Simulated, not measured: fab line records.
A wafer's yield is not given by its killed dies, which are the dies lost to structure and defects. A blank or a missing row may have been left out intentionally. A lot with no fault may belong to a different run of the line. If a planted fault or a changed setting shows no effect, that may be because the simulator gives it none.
What tool caused it? -- flow n5_finfet -- 10 lots with 30 wafers sampled at 8 steps, on a route of 1938 steps

== WHAT THE GAUGES SHOWED, per wafer ==
N5_DUMMY_GATE_CD_MEAS_24: the cd target is 15 nm. Usual: cd_nm 15.0 nm, standard deviation 0.56.
lot,measured,on,cd_nm (nm),flag
L668,day 3 01:08,cd_sem-02,15.2 15.4 14.8,
L670,day 3 18:29,cd_sem-01,14.1 15.0 14.8,
L672,day 3 23:33,cd_sem-01,14.4 15.8 15.5,
L673,day 4 08:35,cd_sem-01,14.3 15.2 15.0,
L676,day 5 07:28,cd_sem-01,14.7 14.4 15.2,
L684,day 6 23:19,cd_sem-01,14.0 15.1 15.4,
L685,day 7 10:22,cd_sem-02,15.0 14.8 15.0,
L686,day 7 10:04,cd_sem-01,14.2 14.6 14.7,
L688,day 8 01:27,cd_sem-01,15.0 15.2 15.2,
L691,day 8 19:46,cd_sem-01,15.4 14.6 15.0,

N5_DUMMY_GATE_INSPECT_27: inspects for defects (brightfield). Usual: raw_defect_count 298, standard deviation 81.
lot,measured,on,raw_defect_count,flag
L668,day 3 01:28,defect_inspect-01,237 229 233,
L670,day 3 18:46,defect_inspect-02,208 215 245,
L672,day 3 23:50,defect_inspect-02,426 327 264,
L673,day 4 09:13,defect_inspect-01,230 313 229,
L676,day 5 07:58,defect_inspect-02,206 276 335,
L684,day 6 23:52,defect_inspect-02,723 792 813,OFF
L685,day 7 10:40,defect_inspect-02,940 848 928,OFF
L686,day 7 10:23,defect_inspect-02,397 249 315,
L688,day 8 01:46,defect_inspect-02,201 288 265,
L691,day 8 20:04,defect_inspect-01,198 290 287,

N5_SPACER0_INSPECT_04: inspects for defects (darkfield). Usual: raw_defect_count 137, standard deviation 33.
lot,measured,on,raw_defect_count,flag
L668,day 3 02:04,defect_inspect-01,100 105 122,
L670,day 3 19:34,defect_inspect-02,118 126 118,
L672,day 4 00:26,defect_inspect-01,197 164 108,
L673,day 4 09:49,defect_inspect-02,152 188 133,
L676,day 5 08:35,defect_inspect-01,117 142 152,
L684,day 7 00:28,defect_inspect-01,590 635 638,OFF
L685,day 7 11:16,defect_inspect-01,696 668 706,OFF
L686,day 7 10:59,defect_inspect-01,201 149 135,
L688,day 8 02:22,defect_inspect-01,101 143 132,
L691,day 8 21:17,defect_inspect-01,92 129 112,

N5_SD_EPI_N_INSPECT_11: inspects for defects (macro). Usual: raw_defect_count 2.0, standard deviation 1.4.
lot,measured,on,raw_defect_count,flag
L668,day 3 02:31,defect_inspect-02,2 3 3,
L670,day 3 19:56,defect_inspect-02,1 1 3,
L672,day 4 00:53,defect_inspect-01,1 4 1,
L673,day 4 10:17,defect_inspect-01,5 1 1,
L676,day 5 09:02,defect_inspect-01,4 2 5,
L684,day 7 00:56,defect_inspect-01,>300 >300 >300,OFF
L685,day 7 11:43,defect_inspect-02,>300 >300 >300,OFF
L686,day 7 11:26,defect_inspect-01,6 1 0,
L688,day 8 02:50,defect_inspect-01,5 1 5,
L691,day 8 21:37,defect_inspect-01,0 3 1,

N5_SD_EPI_N_INSPECT_26: inspects for defects (darkfield). Usual: raw_defect_count 205, standard deviation 40.
lot,measured,on,raw_defect_count,flag
L668,day 3 07:04,defect_inspect-02,188 178 167,
L670,day 4 00:39,defect_inspect-01,212 224 200,
L672,day 4 05:37,defect_inspect-01,290 254 193,
L673,day 4 15:07,defect_inspect-01,237 303 252,
L676,day 5 13:27,defect_inspect-01,174 222 204,
L684,day 7 06:40,defect_inspect-02,686 678 762,OFF
L685,day 7 17:33,defect_inspect-01,745 793 766,OFF
L686,day 7 15:28,defect_inspect-02,261 231 192,
L688,day 8 07:51,defect_inspect-02,167 193 191,
L691,day 9 02:57,defect_inspect-02,155 222 159,

== WHAT TOOL EACH LOT RAN ON (gives the tool, then ch and the chambers of the sampled wafers, and finally the start) ==
lot,N5_STI_FIN_REVEAL_OXIDATION_33,N5_DUMMY_GATE_ETCH_36,N5_SPACER0_ALD_08
L668,"plasma_asher-01 ch 1, day 2 14:56","rie_diel-04 ch 0,2, day 3 00:22","ald_sin-02 ch 1,2, day 3 01:55"
L670,"plasma_asher-01 ch 0,1, day 3 04:11","rie_diel-02 ch 0,1,2, day 3 17:43","ald_sin-02 ch 2,3, day 3 19:25"
L672,"plasma_asher-01 ch 0,1, day 3 13:45","rie_diel-02 ch 0,1,2, day 3 22:47","ald_sin-04 ch 0,1,2, day 4 00:17"
L673,"plasma_asher-02 ch 0,1, day 3 19:10","rie_diel-02 ch 0,3, day 4 07:37","ald_sin-01 ch 0,1,2, day 4 09:39"
L676,"plasma_asher-02 ch 0,1, day 4 12:25","rie_diel-02 ch 0,1,2, day 5 06:04","ald_sin-01 ch 0,1, day 5 08:25"
L684,"plasma_asher-01 ch 0,1, day 6 13:15","rie_diel-02 ch 2,3, day 6 22:34","ald_sin-01 ch 0,1, day 7 00:19"
L685,"plasma_asher-01 ch 0,1, day 6 18:49","rie_diel-02 ch 1,2,3, day 7 09:31","ald_sin-02 ch 0,2,3, day 7 11:07"
L686,"plasma_asher-01 ch 0,1, day 7 00:10","rie_diel-05 ch 0,3, day 7 09:18","ald_sin-01 ch 0,1,3, day 7 10:50"
L688,"plasma_asher-01 ch 0,1, day 7 14:53","rie_diel-05 ch 0,2, day 8 00:41","ald_sin-04 ch 0,2, day 8 02:13"
L691,"plasma_asher-01 ch 0,1, day 8 07:55","rie_diel-04 ch 0,2,3, day 8 19:01","ald_sin-02 ch 1,2, day 8 21:08"
- N5_STI_FIN_REVEAL_OXIDATION_33: chemistry O2 PLASMA REMOTE, time 20 s.
- N5_DUMMY_GATE_ETCH_36: etches SiARC in CF4, target depth 13 nm.
- N5_SPACER0_ALD_08: deposits SiNx, target thk 2 nm.

== WHAT THE TOOLS THEMSELVES READ (means of the sampled wafers that have a number; where no wafer has one, the mark that the record gives instead) ==
N5_STI_FIN_REVEAL_OXIDATION_33. Usual: drypump_motor_current_A 5.2 A, standard deviation 0.32; heater_power_w 144 W, standard deviation 18; o2_flow_sccm 2999 sccm, standard deviation 9.4; temp_c 150.00 C, standard deviation 0.16.
lot,tool,drypump_motor_current_A (A),heater_power_w (W),o2_flow_sccm (sccm),temp_c (C),flag
L668,plasma_asher-01,4.9,145,3008,149.84,
L670,plasma_asher-01,4.9,156,3007,150.04,
L672,plasma_asher-01,4.9,156,2991,149.92,
L673,plasma_asher-02,5.5,125,2987,149.94,
L676,plasma_asher-02,5.5,127,2999,150.08,
L684,plasma_asher-01,4.9,155,2996,149.96,
L685,plasma_asher-01,4.9,146,2998,150.15,
L686,plasma_asher-01,4.9,148,2993,150.03,
L688,plasma_asher-01,4.9,151,3005,150.08,
L691,plasma_asher-01,4.9,153,3001,149.88,

N5_DUMMY_GATE_ETCH_36. Usual: cf4_flow_sccm 99.98 sccm, standard deviation 0.3; drypump_motor_current_A 5.7 A, standard deviation 0.39; oes_product_au 0.77 a.u., standard deviation 0.089; rf_vpp_V 184.3 V, standard deviation 1.2; showerhead_plenum_p_Torr 2.16 Torr, standard deviation 0.066; throttle_valve_pct 15.71 %, standard deviation 0.28.
lot,tool,cf4_flow_sccm (sccm),drypump_motor_current_A (A),oes_product_au (a.u.),rf_vpp_V (V),showerhead_plenum_p_Torr (Torr),throttle_valve_pct (%),flag
L668,rie_diel-04,100.15,5.0,0.82,183.9,2.12,15.42,
L670,rie_diel-02,100.12,5.9,0.74,184.6,2.17,15.85,
L672,rie_diel-02,99.96,5.8,0.74,184.8,2.17,15.85,
L673,rie_diel-02,100.37,5.6,0.90,185.4,2.23,15.44,
L676,rie_diel-02,99.90,5.8,0.73,183.9,2.17,15.88,
L684,rie_diel-02,100.00,5.5,0.77,184.2,2.18,15.83,
L685,rie_diel-02,99.97,5.6,0.78,185.3,2.20,15.76,
L686,rie_diel-05,100.25,5.7,0.71,184.4,2.14,15.92,
L688,rie_diel-05,99.93,6.2,0.78,184.4,2.17,15.67,
L691,rie_diel-04,99.81,5.1,0.87,185.0,2.20,15.21,

N5_SPACER0_ALD_08. Usual: heater_power_w 834 W, standard deviation 94.
lot,tool,heater_power_w (W),flag
L668,ald_sin-02,904,
L670,ald_sin-02,806,
L672,ald_sin-04,869,
L673,ald_sin-01,789,
L676,ald_sin-01,752,
L684,ald_sin-01,765,
L685,ald_sin-02,814,
L686,ald_sin-01,730,
L688,ald_sin-04,865,
L691,ald_sin-02,920,

== THE ANSWER, worked out from the rows above alone ==
Rule: a lot is off if the mean of its wafers that have a number lies more than 3 standard deviations from the usual mean. Also off: a lot with no number at a reading for which 4 or more lots have one. The other lots that the step has rows for count as sound. First the gauges in route order, then the tools' own readings, where a lot's mean is used as printed above. The first step at which some lot is off is used, and at that step the reading that is off furthest; a lot without a number counts as furthest.
Off: L684, L685, at N5_DUMMY_GATE_INSPECT_27 (raw_defect_count).
A tool fits if, at a process step before that reading, it ran every lot that is off, and no sound lot after the first of them. Not tried: the gauges at N5_DUMMY_GATE_INSPECT_27; whatever is off there is also off at N5_SPACER0_INSPECT_04, on other tools, and gauge error can't account for it. One candidate fits, namely rie_diel-02 at N5_DUMMY_GATE_ETCH_36. A fault onset in the window from L676 (day 5 06:04, its last sound lot) to L684 (day 6 22:34, its first lot off) fits.

== WHAT THE SIMULATOR HAD INSERTED ==
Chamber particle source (rie_diel-02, N5_DUMMY_GATE_ETCH_36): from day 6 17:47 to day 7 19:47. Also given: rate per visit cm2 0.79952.
Struck lots among those shown: L684, L685. The rule given above showed the same thing.
